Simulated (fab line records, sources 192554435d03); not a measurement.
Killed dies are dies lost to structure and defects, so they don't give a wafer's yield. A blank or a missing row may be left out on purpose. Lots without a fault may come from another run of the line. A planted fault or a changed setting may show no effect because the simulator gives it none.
A struck lot beside a sound one | flow n5_finfet | 15 steps out of a route of 1938
Sound: wafers L889.3, L889.4, L889.5. Struck: wafers L892.2, L892.4, L892.6. The cause comes at the end.
At each step with rows: each side's tool, then ch and its chambers, then its first start. Under that, the readings that differ: sound wafers | struck wafers | difference of the means | sigmas: that difference in standard deviations of wafers without a fault.
alike: readings whose means differ by less than 2 such deviations, and words and numbers that are the same on both sides. not compared: withheld readings, readings that some wafer has no value for, bounds like >300 that may hide the same value, and numbers for which the record gives no deviation and whose values overlap.
The two part at a step that has a row with sigmas, a row that says differs or no value, or rows on one side only. Numbers that don't overlap but have no deviation are shown without sigmas and don't part them. A reading that every wafer of one side lacks parts them only if that side has two wafers or more.

N5_GATE_CUT_INSPECT_15: inspects for defects (brightfield).
  sound on defect_inspect-02, day 5 12:25; struck on defect_inspect-01, day 6 00:10
  alike: raw_defect_count
N5_GATE_CUT_DESCUM_18: chemistry O2, time 7 s.
  sound on rie_diel-03 ch 0,2,3, day 5 12:27; struck on rie_diel-05 ch 1,2,3, day 6 00:13
  alike: drypump_motor_current_A, oes_product_au, rf_fwd_power_W, rf_vpp_V, showerhead_plenum_p_Torr, throttle_valve_pct
  not compared: rf_hours_counter_h
then, 6 steps without rows for these wafers: N5_GATE_CUT_ETCH_28 (etches underlayer in N2/H2, target depth 13 nm, time 10.4 s); N5_GATE_CUT_ETCH_36 (etches SiARC in CF4, target depth 13 nm, time 21.7 s); N5_GATE_CUT_ETCH_37 (etches SOC in N2/H2, target depth 60 nm, overetch 12 nm, time 90 s); N5_GATE_CUT_STRIP_38 (strips in N2/H2); N5_GATE_CUT_STRIP_39 (strips in N2/H2); N5_GATE_CUT_HM_OPEN_40 (chemistry C4F6/O2, target SiO2, target depth 139 nm, time 85.1 s).
N5_GATE_CUT_STRIP_41: strips in CF4.
  sound on rie_diel-03 ch 0,2,3, day 5 12:41; struck on rie_diel-05 ch 1,2,3, day 6 00:26
  alike: drypump_motor_current_A, oes_product_au, rf_fwd_power_W, rf_vpp_V, showerhead_plenum_p_Torr, throttle_valve_pct
  not compared: rf_hours_counter_h
N5_GATE_CUT_STRIP_42: strips in O2.
  sound on rie_diel-03 ch 0,2,3, day 5 12:42; struck on rie_diel-05 ch 1,2,3, day 6 00:28
  alike: drypump_motor_current_A, oes_product_au, rf_vpp_V, showerhead_plenum_p_Torr, throttle_valve_pct
  not compared: rf_hours_counter_h
N5_GATE_CUT_ETCH_19: etches SiNx in CH3F/O2, target depth 53.7 nm, time 76.7 s.
  sound on rie_diel-03 ch 0,2,3, day 5 12:44; struck on rie_diel-05 ch 1,2,3, day 6 00:30
  alike: drypump_motor_current_A, etch_rf_on_time_s, oes_product_au, rf_fwd_power_W, rf_vpp_V, showerhead_plenum_p_Torr, throttle_valve_pct
  not compared: rf_hours_counter_h
N5_GATE_CUT_CUT_ETCH_53: etches W in SF6/Cl2, target depth 79.2 nm.
  sound on rie_metal-02 ch 0,1, day 5 12:52; struck on rie_metal-02 ch 0, day 6 00:37
  alike: drypump_motor_current_A, etch_rf_on_time_s, oes_product_au, rf_fwd_power_W, throttle_valve_pct
  not compared: rf_hours_counter_h
N5_GATE_CUT_CUT_ETCH_54: etches TiN in Cl2/BCl3, target depth 96.7 nm.
  sound on rie_metal-02 ch 0,1, day 5 12:55; struck on rie_metal-02 ch 0, day 6 00:41
  reading               | sound          | struck         | difference | sigmas
  etch_rf_on_time_s (s) | 35.3 37.4 37.3 | 22.3 22.3 22.0 | -14.5      | -17
  alike: drypump_motor_current_A, oes_product_au, rf_fwd_power_W, throttle_valve_pct
  not compared: rf_hours_counter_h
then, 1 step without rows for these wafers: N5_GATE_CUT_CUT_ETCH_55 (etches HfO2 in BCl3, target depth 3.2 nm).
N5_PASSIVATION_PROBE_49:
  the record has rows for the sound wafers here (prober-01, day 14 13:17) and none for the struck ones

WHERE THEY PART
First at N5_GATE_CUT_CUT_ETCH_54; last, within this record, at N5_PASSIVATION_PROBE_49.

WHY: what the simulator had put in
Process parameter drift: rie_metal-02, from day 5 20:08 on, at N5_GATE_CUT_CUT_ETCH_54. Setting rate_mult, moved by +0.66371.
